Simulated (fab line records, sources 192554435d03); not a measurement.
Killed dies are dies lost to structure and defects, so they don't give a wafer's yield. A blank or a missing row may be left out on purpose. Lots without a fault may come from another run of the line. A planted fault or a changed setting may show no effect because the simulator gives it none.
One fault seen from 2 desks | flow n5_finfet | each desk has only its own numbers; what lay behind them comes last

THE TOOL OWNER'S DESK: ald_sin-04
The tool's own readings at N5_STI_FIN_REVEAL_ALD_00 (deposits SiO2, target thk 1 nm, pulse time 1 s): means of the sampled wafers that have a number, for each lot that ran on this tool. A lot is out of limits, marked OUT, if its mean lies more than 4 standard deviations from the usual mean; the brackets give that distance.
Columns: A = heater_power_w at N5_STI_FIN_REVEAL_ALD_00, usual 477 W; B = precursor_pulse_height_rel at N5_STI_FIN_REVEAL_ALD_00, usual 1.001
lot  | first seen here | A   | B
L826 | day 2 10:46     | 471 | 0.983
L834 | day 4 09:54     | 492 | 1.009
L841 | day 6 04:50     | 478 | 1.019
L842 | day 6 11:01     | 428 | 0.965
L845 | day 7 03:59     | 448 | 1.000
This desk's finding: nothing out of limits on any of the 5 lots.

THE DEFECT DESK
What the inspections along the route counted, lot by lot: means of the sampled wafers that have a number. A lot is out of limits, marked OUT, if its mean lies more than 4 standard deviations from the usual mean; the brackets give that distance.
Columns: A = raw_defect_count at N5_FIN_CUT_INSPECT_17, usual 219
lot  | first seen here | A
L826 | day 2 10:44     | 249
L828 | day 2 23:19     | 201
L834 | day 4 09:52     | 327
L836 | day 4 22:08     | 165
L841 | day 6 04:47     | 182
L842 | day 6 10:49     | 255
L845 | day 7 03:45     | 275
This desk's finding: nothing out of limits on any of the 7 lots.

PUT TOGETHER
The tool owner's desk saw nothing out of limits.
The defect desk saw nothing out of limits.

WHAT THE SIMULATOR HAD PUT IN
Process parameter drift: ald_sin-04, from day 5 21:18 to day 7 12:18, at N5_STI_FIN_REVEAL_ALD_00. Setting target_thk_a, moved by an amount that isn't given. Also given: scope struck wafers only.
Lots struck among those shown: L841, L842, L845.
